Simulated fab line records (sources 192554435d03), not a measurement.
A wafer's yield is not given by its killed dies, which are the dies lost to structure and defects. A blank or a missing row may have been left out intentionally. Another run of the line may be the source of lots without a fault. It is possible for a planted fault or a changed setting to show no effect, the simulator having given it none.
fab line records	flow n5_finfet	part 1 of 2: steps 1 to 3 of 6
record: lots: 22	wafers: 66	last_day: 19
route steps=1938 shown BEOL_M6@1238 BEOL_M7@1280
lots untouched by any fault: they come from a run of this same line in which no faults occurred
start_h: start of the lot's first displayed wafer, in hours after the record's first day	wait_h: hours since the lot's step before	" as in the row above	L1.1+2: one row covering several wafers at once	- either no value or no given start	* or withheld: withheld	< > ~ a bound
route shown NAME@n: names a module that has steps shown in the file, with the first one's number in the route	usual: the fault-free wafers' mean and standard deviation	same: alike in all rows	chamber/n: place in a boat	sites: per-site readings	_std_site: standard deviation of those values	_edge_site: inner sites' mean taken away from outer sites' mean	radius_mm: how far each site lies from the wafer's centre	mask NAME#n: copy n	behind: the last tool/chamber to shape the wafer	hold: why the lot was held/for how many hours/how that ended	device: transistor that didn't switch, given as n, p or np	end of line: the tests these same wafers got at the end of their route	a step without rows: its recipe alone	killed: the dies lost at the first sort to structure and to defects; this is not the yield of the wafer	map: a wafer's dies, marking killed ones x, the rest . and places with no die _
set.NAME: the setting as run; set.NAME@STEP: as run at that earlier step	model.NAME: the simulator's own value behind a step, which no gauge read
one table for each step of the route and one row for each wafer, over a sample of lots
services: when a tool's chamber went out of use (start_h, in hours from the record's first day, below 0 if earlier), for how many hours, and the reason
== steps ==
step: N5_BEOL_M6_STRIP_36
recipe: chemistry: N2/H2	power_w: 450	temp_c: 40	pressure_mtorr: 20	rf_frequency_hz: 6e+07	overash_fraction: 0.3	bias_power_w: 7	h2_frac: 0.5	n2_flow_sccm: 200	h2_flow_sccm: 200
usual: drypump_motor_current_A: 5.7/0.33	oes_product_au: 0.83/0.065	power_w: 450.0/1.4	rf_vpp_V: 59.3/1.4	showerhead_plenum_p_Torr: 2.56/0.12	throttle_valve_pct: 23.7/0.31
lot.wafer	tool	chamber	start_h	wait_h	drypump_motor_current_A	oes_product_au	power_w	rf_hours_counter_h	rf_vpp_V	showerhead_plenum_p_Torr	throttle_valve_pct
L074.1	rie_diel-05	2	224.86	0.0	5.6	0.83	448.1	71	58.0	2.66	23.5
L074.3	"	0	"	"	5.6	0.77	448.8	131	58.8	2.35	24.1
L074.5	"	1	"	"	5.5	0.88	449.7	-	58.6	2.49	23.7
L076.2	rie_diel-05	0	227.29	0.0	5.6	0.76	451.4	132	57.6	2.35	24.1
L076.3	"	2	"	"	5.6	0.84	450.2	73	62.0	2.66	23.5
L076.5	"	0	"	"	5.6	0.77	450.5	-	58.4	2.35	24.1
L075.1	rie_diel-05	3	231.26	0.0	5.5	0.95	449.6	1	61.6	2.61	23.5
L075.3	"	1	"	"	5.5	0.87	450.1	32	59.6	2.49	23.7
L075.6	"	0	"	"	5.6	0.78	450.5	-	59.4	2.35	24.1
L077.2	rie_diel-01	0	238.52	0.0	5.6	0.85	449.0	43	57.7	2.48	23.7
L077.4	"	1	"	"	5.8	0.85	449.6	78	58.6	2.48	23.9
L077.6	"	2	"	"	5.1	0.90	452.3	-	58.5	2.46	22.9
L078.1	rie_diel-03	3	247.08	0.0	6.4	0.69	450.1	213	57.2	2.49	23.1
L078.4	"	0	"	"	5.6	0.90	450.3	-	60.0	2.70	23.5
L078.6	"	3	"	"	6.4	0.69	449.7	-	61.7	2.49	23.1
L079.1	rie_diel-01	2	256.01	0.0	5.1	0.90	450.9	32	60.9	2.46	23.0
L079.2	"	0	"	"	5.7	0.86	446.8	48	59.1	2.48	23.7
L079.4	"	1	"	"	5.8	0.85	450.0	84	58.1	2.48	24.0
L080.1	rie_diel-01	0	259.14	0.0	5.6	0.86	449.4	49	60.0	2.48	23.7
L080.3	"	2	"	"	5.1	0.89	449.0	34	61.8	2.46	23.0
L080.4	"	1	"	"	5.8	0.87	449.2	85	57.7	2.48	23.9
L081.2	rie_diel-05	3	259.59	0.0	5.5	0.92	451.1	11	59.3	2.61	23.6
L081.4	"	0	"	"	5.6	0.76	449.0	144	58.4	2.35	24.1
L081.6	"	1	"	"	5.6	0.85	449.3	-	60.3	2.48	23.7
L082.1	rie_diel-05	3	266.77	0.0	5.5	0.91	449.3	14	61.0	2.61	23.6
L082.4	"	0	"	"	5.5	0.78	450.5	148	59.7	2.35	24.1
L082.6	"	3	"	"	5.5	0.89	451.1	-	57.3	2.61	23.6
L085.2	rie_diel-03	1	274.42	0.0	5.5	0.82	451.9	82	56.7	2.70	24.0
L085.4	"	2	"	"	5.7	0.96	449.7	2	60.6	2.73	23.6
L085.6	"	1	"	"	5.5	0.84	450.5	-	57.8	2.70	24.0
L083.1	rie_diel-03	1	278.15	0.0	5.4	0.83	452.1	84	54.9	2.70	24.0
L083.2	"	3	"	"	6.4	0.68	451.8	220	58.3	2.49	23.1
L083.5	"	0	"	"	5.7	0.89	451.1	-	58.3	2.70	23.5
L084.2	rie_diel-03	3	289.03	0.0	6.5	0.68	450.0	225	60.1	2.49	23.1
L084.4	"	2	"	"	5.7	0.93	449.8	9	59.1	2.73	23.6
L084.5	"	2	"	"	5.7	0.94	449.9	-	59.6	2.73	23.6
L087.3	rie_diel-05	0	291.47	0.0	5.6	0.76	446.6	153	58.4	2.35	24.1
L087.4	"	1	"	"	5.5	0.84	450.7	51	61.2	2.48	23.8
L087.5	"	1	"	"	5.6	0.84	448.5	-	59.4	2.48	23.7
L089.1	rie_diel-05	2	294.11	0.0	5.6	0.80	450.0	95	59.1	2.65	23.5
L089.2	"	3	"	"	5.5	0.90	449.6	21	57.2	2.60	23.6
L089.4	"	3	"	"	5.5	0.91	449.9	-	59.1	2.60	23.5
L086.2	rie_diel-05	2	294.68	0.0	5.7	0.80	450.9	96	60.3	2.65	23.5
L086.4	"	1	"	"	5.6	0.84	447.5	-	60.4	2.48	23.7
L086.5	"	2	"	"	5.7	0.80	448.0	-	60.9	2.65	23.5
L088.1	rie_diel-05	2	307.65	0.0	5.7	0.79	449.5	100	60.9	2.65	23.5
L088.2	"	1	"	"	5.5	0.82	448.3	57	57.2	2.48	23.7
L088.5	"	3	"	"	5.5	0.89	451.4	-	58.7	2.60	23.6
L090.1	rie_diel-01	3	314.79	0.0	6.5	0.81	453.0	80	60.5	2.67	23.7
L090.4	"	2	"	"	5.1	0.86	452.0	56	58.6	2.45	23.0
L090.6	"	1	"	"	5.8	0.83	448.9	-	57.5	2.47	24.0
L091.1	rie_diel-03	2	329.51	0.0	5.6	0.88	451.1	26	56.9	2.72	23.6
L091.2	"	1	"	"	5.5	0.80	451.5	107	58.7	2.69	24.1
L091.4	"	2	"	"	5.6	0.89	449.9	-	58.9	2.72	23.6
L093.2	rie_diel-03	1	339.09	0.0	5.4	0.80	448.5	111	60.1	2.69	24.0
L093.4	"	0	"	"	5.7	0.86	451.5	48	61.5	2.69	23.6
L093.6	"	2	"	"	5.7	0.90	447.9	-	58.8	2.72	23.6
L095.1	rie_diel-05	1	341.29	0.0	5.6	0.82	449.0	70	57.7	2.47	23.8
L095.3	"	2	"	"	5.7	0.78	448.0	113	57.6	2.64	23.5
L095.4	"	3	"	"	5.5	0.87	449.8	38	57.6	2.60	23.6
L096.1	rie_diel-01	2	342.21	0.0	5.1	0.84	451.7	68	59.4	2.45	23.0
L096.3	"	1	"	"	5.8	0.81	451.7	116	58.4	2.47	24.0
L096.4	"	3	"	"	6.5	0.81	448.6	-	59.4	2.66	23.7
L097.1	rie_diel-03	2	362.04	0.0	5.6	0.88	452.4	39	59.8	2.71	23.6
L097.3	"	0	"	"	5.6	0.85	449.3	56	59.4	2.69	23.6
L097.6	"	2	"	"	5.7	0.87	452.4	-	62.2	2.71	23.6
step: N5_BEOL_M6_DEP_56
recipe: material: SiCN	target_thk_a: 100	temp_c: withheld	precursor: 3MS/NH3	pressure_torr: 3	rf_w: 202	time_s: 17.5
usual: showerhead_plenum_p_Torr: 3.661/0.015	showerhead_vpp_V: 877/27	throttle_valve_pct: 9.1/0.51
lot.wafer	tool	chamber	start_h	wait_h	showerhead_plenum_p_Torr	showerhead_vpp_V	throttle_valve_pct
L074.1	pecvd-01	0	228.84	0.0	3.671	842	8.8
L074.3	"	0	"	"	3.682	832	8.6
L074.5	"	1	"	"	3.662	895	8.3
L076.2	pecvd-04	1	230.06	0.0	3.675	918	9.3
L076.3	"	0	"	"	3.666	842	9.2
L076.5	"	1	"	"	3.665	918	9.5
L075.1	pecvd-02	1	234.59	0.0	3.655	852	9.8
L075.3	"	0	"	"	3.684	885	9.5
L075.6	"	1	"	"	3.646	855	9.5
L077.2	pecvd-02	1	241.29	0.0	3.646	864	9.7
L077.4	"	1	"	"	3.652	865	9.9
L077.6	"	0	"	"	3.681	886	9.6
L078.1	pecvd-01	0	249.89	0.0	3.673	855	8.9
L078.4	"	0	"	"	3.674	848	8.8
L078.6	"	1	"	"	3.671	890	8.5
L079.1	pecvd-02	0	258.94	0.0	3.673	901	9.4
L079.2	"	2	"	"	3.642	873	8.9
L079.4	"	0	"	"	3.677	872	9.5
L080.1	pecvd-04	0	262.68	0.0	3.666	858	9.3
L080.3	"	2	"	"	3.636	855	9.0
L080.4	"	1	"	"	3.664	918	9.2
L081.2	pecvd-04	0	263.47	0.0	3.666	853	9.2
L081.4	"	2	"	"	3.634	835	8.7
L081.6	"	1	"	"	3.668	933	9.5
L082.1	pecvd-01	0	270.18	0.0	3.687	852	8.8
L082.4	"	1	"	"	3.656	913	8.5
L082.6	"	0	"	"	3.678	835	8.9
L085.2	pecvd-02	2	277.34	0.0	3.650	858	8.6
L085.4	"	1	"	"	3.656	869	9.8
L085.6	"	0	"	"	3.675	891	9.7
L083.1	pecvd-01	1	280.60	0.0	3.654	893	8.7
L083.2	"	0	"	"	3.673	828	9.0
L083.5	"	2	"	"	3.684	913	8.1
L084.2	pecvd-04	2	291.80	0.0	3.643	866	8.7
L084.4	"	1	"	"	3.672	925	9.3
L084.5	"	0	"	"	3.665	862	9.2
L087.3	pecvd-02	0	295.25	0.0	3.673	898	9.8
L087.4	"	1	"	"	3.653	869	9.6
L087.5	"	2	"	"	3.643	866	8.7
L089.1	pecvd-02	0	296.76	0.0	3.679	884	9.7
L089.2	"	2	"	"	3.645	886	8.8
L089.4	"	2	"	"	3.641	860	8.9
L086.2	pecvd-02	0	297.58	0.0	3.687	888	9.8
L086.4	"	2	"	"	3.647	866	8.7
L086.5	"	0	"	"	3.672	897	9.6
L088.1	pecvd-02	0	311.94	0.0	3.684	881	9.3
L088.2	"	2	"	"	3.635	856	8.9
L088.5	"	2	"	"	3.637	852	8.9
L090.1	pecvd-04	0	317.43	0.0	3.668	848	9.2
L090.4	"	0	"	"	3.664	847	8.9
L090.6	"	2	"	"	3.636	861	9.0
L091.1	pecvd-02	2	332.45	0.0	3.636	855	9.1
L091.2	"	1	"	"	3.665	881	9.8
L091.4	"	2	"	"	3.642	849	9.0
L093.2	pecvd-02	1	342.84	0.0	3.655	858	9.8
L093.4	"	2	"	"	3.643	867	8.9
L093.6	"	1	"	"	3.658	864	9.8
L095.1	pecvd-04	1	344.61	0.0	3.667	928	9.6
L095.3	"	0	"	"	3.664	836	9.2
L095.4	"	1	"	"	3.663	925	9.5
L096.1	pecvd-02	0	346.03	0.0	3.677	901	9.6
L096.3	"	1	"	"	3.653	855	9.6
L096.4	"	0	"	"	3.678	881	9.7
L097.1	pecvd-01	1	365.45	0.0	3.662	888	8.4
L097.3	"	0	"	"	3.683	831	8.7
L097.6	"	0	"	"	3.677	863	8.8
step: N5_BEOL_M7_ETCH_61
recipe: chemistry: CF4	target: SiARC	target_depth_a: 455	mask_material: CAR-ArF	time_s: 75.8	ion_energy_ev: 80	pressure_mtorr: 40	source_w: 545	bias_w: 36	Ar_flow_sccm: 100	cf4_flow_sccm: 100	ends: cleared
usual: drypump_motor_current_A: 5.9/0.61	etch_rf_on_time_s: 76.0/2.4	oes_product_au: 0.66/0.053	rf_vpp_V: 183.8/1.1	showerhead_plenum_p_Torr: 2.12/0.059	throttle_valve_pct: 15.65/0.22
lot.wafer	tool	chamber	start_h	wait_h	drypump_motor_current_A	etch_rf_on_time_s	oes_product_au	rf_hours_counter_h	rf_vpp_V	showerhead_plenum_p_Torr	throttle_valve_pct
L074.1	rie_diel-06	1	232.40	0.0	6.0	78.3	0.59	210	184.4	2.21	15.95
L074.3	"	2	"	"	5.7	74.0	0.65	152	183.0	2.05	15.76
L074.5	"	3	"	"	4.9	79.9	0.61	-	184.4	2.14	15.74
L076.2	rie_diel-06	3	232.74	0.0	4.9	79.6	0.61	169	184.1	2.14	15.75
L076.3	"	1	"	"	6.0	77.9	0.59	210	184.7	2.21	15.97
L076.5	"	1	"	"	6.0	78.1	0.60	-	184.2	2.21	15.97
L075.1	rie_diel-02	2	236.90	0.0	6.5	79.5	0.67	89	183.4	2.08	15.45
L075.3	"	0	"	"	5.4	75.6	0.73	69	185.7	2.15	15.35
L075.6	"	1	"	"	6.4	73.3	0.63	-	185.5	2.21	15.39
L077.2	rie_diel-06	2	243.59	0.0	5.7	73.9	0.65	155	183.2	2.05	15.77
L077.4	"	1	"	"	6.0	78.2	0.59	213	184.3	2.20	15.98
L077.6	"	0	"	"	6.5	73.7	0.76	-	184.5	2.18	15.40
L078.1	rie_diel-02	1	253.93	0.0	6.4	74.2	0.64	181	184.3	2.21	15.40
L078.4	"	0	"	"	5.4	76.2	0.72	75	184.7	2.15	15.38
L078.6	"	2	"	"	6.5	79.2	0.66	-	184.4	2.08	15.43
L079.1	rie_diel-02	2	262.30	0.0	6.5	78.6	0.65	97	183.6	2.08	15.44
L079.2	"	0	"	"	5.4	76.3	0.72	77	183.8	2.15	15.37
L079.4	"	1	"	"	6.4	73.6	0.63	184	183.9	2.21	15.39
L080.1	rie_diel-06	0	266.81	0.0	6.5	73.9	0.74	38	184.2	2.17	15.40
L080.3	"	2	"	"	5.7	74.4	0.65	161	182.0	2.05	15.78
L080.4	"	3	"	"	4.9	79.5	0.60	178	182.5	2.14	15.75
L081.2	rie_diel-02	1	266.83	0.0	6.4	73.2	0.64	186	185.9	2.21	15.40
L081.4	"	0	"	"	5.4	75.1	0.73	79	183.9	2.15	15.37
L081.6	"	3	"	"	6.8	73.7	0.68	-	183.6	2.07	15.96
L082.1	rie_diel-02	1	273.24	0.0	6.4	73.5	0.63	188	184.9	2.21	15.40
L082.4	"	3	"	"	6.8	74.7	0.68	119	183.1	2.07	15.96
L082.6	"	0	"	"	5.4	76.2	0.71	-	184.2	2.15	15.35
L085.2	rie_diel-02	0	278.76	0.0	5.4	76.4	0.72	82	183.7	2.15	15.37
L085.4	"	2	"	"	6.5	78.7	0.66	101	183.4	2.08	15.44
L085.6	"	2	"	"	6.5	78.7	0.66	-	183.8	2.08	15.46
L083.1	rie_diel-06	0	282.35	0.0	6.4	74.5	0.74	42	184.0	2.17	15.43
L083.2	"	2	"	"	5.7	74.7	0.64	166	182.4	2.05	15.79
L083.5	"	2	"	"	5.7	73.8	0.65	-	184.0	2.05	15.79
L084.2	rie_diel-02	0	294.62	0.0	5.4	76.6	0.71	86	182.7	2.15	15.37
L084.4	"	2	"	"	6.5	80.6	0.65	106	182.2	2.07	15.46
L084.5	"	3	"	"	6.8	74.2	0.68	-	183.4	2.07	15.98
L087.3	rie_diel-04	2	297.77	0.0	5.2	79.3	0.57	232	182.6	2.03	15.75
L087.4	"	1	"	"	5.1	72.9	0.72	72	184.5	2.15	15.63
L087.5	"	2	"	"	5.2	79.6	0.57	-	183.0	2.03	15.75
L089.1	rie_diel-02	0	300.57	0.0	5.4	76.5	0.70	88	184.3	2.15	15.37
L089.2	"	3	"	"	6.8	74.8	0.67	127	182.5	2.07	15.98
L089.4	"	1	"	"	6.4	74.1	0.62	195	182.8	2.21	15.41
L086.2	rie_diel-04	2	300.74	0.0	5.2	80.7	0.56	233	183.3	2.03	15.77
L086.4	"	0	"	"	6.0	76.3	0.73	-	182.6	2.10	15.58
L086.5	"	1	"	"	5.1	73.6	0.71	-	185.1	2.15	15.61
L088.1	rie_diel-02	0	315.89	0.0	5.4	75.8	0.70	93	184.3	2.14	15.39
L088.2	"	2	"	"	6.5	78.9	0.64	112	183.5	2.07	15.46
L088.5	"	0	"	"	5.4	74.9	0.71	-	183.4	2.14	15.40
L090.1	rie_diel-04	0	322.29	0.0	6.0	74.6	0.73	74	184.9	2.10	15.60
L090.4	"	1	"	"	5.1	72.4	0.71	81	184.5	2.15	15.65
L090.6	"	0	"	"	6.0	75.0	0.74	-	182.4	2.10	15.59
L091.1	rie_diel-02	3	335.09	0.0	6.8	75.1	0.66	139	184.7	2.06	15.99
L091.2	"	1	"	"	6.4	73.3	0.62	206	185.4	2.20	15.44
L091.4	"	3	"	"	6.8	75.6	0.66	-	182.9	2.06	15.98
L093.2	rie_diel-02	1	344.64	0.0	6.4	73.9	0.62	210	185.6	2.20	15.44
L093.4	"	2	"	"	6.5	78.9	0.65	120	183.1	2.07	15.50
L093.6	"	1	"	"	6.4	73.9	0.62	-	184.1	2.20	15.45
L095.1	rie_diel-04	2	348.20	0.0	5.2	79.6	0.57	248	181.8	2.02	15.79
L095.3	"	0	"	"	5.9	75.5	0.72	82	183.6	2.10	15.62
L095.4	"	1	"	"	5.1	74.1	0.69	88	182.5	2.14	15.67
L096.1	rie_diel-04	3	348.46	0.0	5.6	76.6	0.63	173	183.2	2.05	15.82
L096.3	"	2	"	"	5.2	79.8	0.56	248	180.7	2.02	15.78
L096.4	"	1	"	"	5.1	73.8	0.70	88	183.8	2.14	15.65
L097.1	rie_diel-06	0	368.28	0.0	6.5	74.6	0.70	69	183.7	2.16	15.49
L097.3	"	1	"	"	6.0	79.1	0.57	248	183.9	2.19	16.06
L097.6	"	2	"	"	5.7	75.3	0.62	-	184.2	2.04	15.84
